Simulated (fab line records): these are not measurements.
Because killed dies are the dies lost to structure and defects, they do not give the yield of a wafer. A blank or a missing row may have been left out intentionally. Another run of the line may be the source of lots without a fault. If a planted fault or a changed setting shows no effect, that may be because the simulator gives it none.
A lot that was struck, set against a sound lot | flow n5 finfet | 21 out of 1938 route steps
Sound: these wafers, L861.2, L861.4, L861.5. Struck: wafers L874.3, L874.5 (left out: L874.4, a lot-mate that was not struck); the cause follows at the end.
Order at every step that has rows: each side's tool, ch and its chambers, its first start. Under that, the readings that differ: sound wafers | struck wafers | difference of the means | sigmas: that difference in standard deviations of wafers without a fault.
alike: readings with means less than 2 such deviations apart, plus words and numbers identical on both sides. not compared: withheld readings, readings lacking a value on some wafer, bounds such as >300 that could conceal the same value, and numbers that have no deviation in the record and whose values overlap.
A row with sigmas, a row that says differs or no value, or rows on one side alone: a step with any of these is where the two part. Numbers that have no deviation but don't overlap get no sigmas and don't part them. A reading that every wafer of one side lacks parts them only if that side has two wafers or more.

first, 3 steps without rows for these wafers: N5_DUMMY_REMOVAL_SRD_05 (time 30 s); N5_HKMG_FIN_IL_REGROW_00 (material SiO2, chemistry O3, target thk 0.75 nm, time 30 s); N5_HKMG_FIN_HK_ALD_01 (deposits HfO2, target thk 1.6 nm, pulse time 3 s, purge time 3 s).
N5_HKMG_FIN_HK_ANNEAL_02: time 30 s.
  sound on rtp anneal-01 ch 0, day 4 17:29; struck on rtp anneal-01 ch 0, day 8 01:10
  alike: lamp power pct, lamp_zone_7_pct, wafer_temp_C_max
N5_HKMG_FIN_ALD_74: deposits La2O3, target thk 0.5 nm, pulse time 6 s, co reactant pulse time 1 s.
  sound on ald hk-02 ch 2,3, day 4 17:41; struck on ald hk-03 ch 1,2, day 8 01:26
  alike: heater power outer w, heater power w, precursor pulse height rel
N5_HKMG_FIN_ALD_75: deposits Al2O3, target thk 1 nm, co reactant pulse time 1 s.
  sound on ald hk-02 ch 2,3, day 4 17:45; struck on ald hk-03 ch 1,2, day 8 01:31
  alike: heater power outer w, heater power w, precursor pulse height rel
then, 6 steps without rows for these wafers: N5_HKMG_FIN_COAT_41 (time 60 s, resist thk 300 nm); N5_HKMG_FIN_COAT_42 (time 60 s, resist thk 35 nm); N5_HKMG_FIN_COAT_43 (resist thk 90 nm); N5_HKMG_FIN_EBR_45; N5_HKMG_FIN_SOFTBAKE_44 (time 60 s); N5_HKMG_FIN_EXPOSE_46 (exposes mask NDIPOLE).
N5_HKMG_FIN_PEB_47: peb time 60 s.
  sound on litho track-03 ch 0, day 4 18:02; struck on litho track-04 ch 0, day 8 01:47
then, 1 step without rows for these wafers: N5_HKMG_FIN_DEVELOP_48 (develop time 30 s).
N5_HKMG_FIN_CD_MEAS_49: target cd 202 nm.
  sound on cd sem-02 ch 0, day 4 18:06; struck on cd sem-01 ch 0, day 8 01:52
  reading    | sound             | struck      | difference | sigmas
  cd nm (nm) | 201.4 201.1 201.5 | 187.2 186.5 | -14.5      | -23
N5_HKMG_FIN_OVL_MEAS_50:
  sound on overlay-02 ch 0, day 4 18:07; struck on overlay-02 ch 0, day 8 01:53
  alike: NDIPOLE_OVL
N5_HKMG_FIN_INSPECT_61: inspects for defects (macro).
  struck on defect inspect-01, day 8 01:55; sound on defect inspect-01, day 4 18:09
  alike: raw defect count
N5_HKMG_FIN_DESCUM_53: chemistry O2, time 7.9 s.
  sound on rie diel-06 ch 0,2,3, day 4 18:11; struck on rie diel-06 ch 1,2, day 8 01:56
  alike: drypump motor current A, o2 flow sccm, oes product au, rf vpp V, showerhead plenum p Torr, throttle valve pct
  not compared: rf hours counter h
N5_HKMG_FIN_ETCH_54: etches SiARC in CF4, target depth 45.5 nm, time 75.8 s.
  sound on rie diel-06 ch 0,2,3, day 4 18:13; struck on rie diel-06 ch 1,2, day 8 01:59
  reading                          | sound          | struck  | difference | sigmas
  model.HKMG_FIN.cd offset nm (nm) | -0.6 -0.8 -0.8 | -15 -15 | -14        |
  alike: drypump motor current A, etch rf on time s, oes product au, rf vpp V, showerhead plenum p Torr, throttle valve pct
  not compared: rf hours counter h
N5_HKMG_FIN_ETCH_55: etches SOC in N2/H2, target depth 240 nm, time 300 s.
  sound on rie diel-06 ch 0,2,3, day 4 18:16; struck on rie diel-06 ch 1,2, day 8 02:02
  alike: drypump motor current A, oes product au, rf vpp V, showerhead plenum p Torr, throttle valve pct
  not compared: rf hours counter h
-- a jump in the record: the struck wafers' starts before and after are 9 days apart (it breaks off in module HKMG_FIN and resumes in module PASSIVATION, where the first step shown is number 1936 of the route) --
N5_PASSIVATION_PROBE_49:
  the record has rows for the struck wafers here (prober-01, day 17 12:38) and none for the sound ones

## WHERE THEY PART
Earliest at N5_HKMG_FIN_CD_MEAS_49; latest, in this record, at N5_PASSIVATION_PROBE_49.

WHY: what the simulator had put in
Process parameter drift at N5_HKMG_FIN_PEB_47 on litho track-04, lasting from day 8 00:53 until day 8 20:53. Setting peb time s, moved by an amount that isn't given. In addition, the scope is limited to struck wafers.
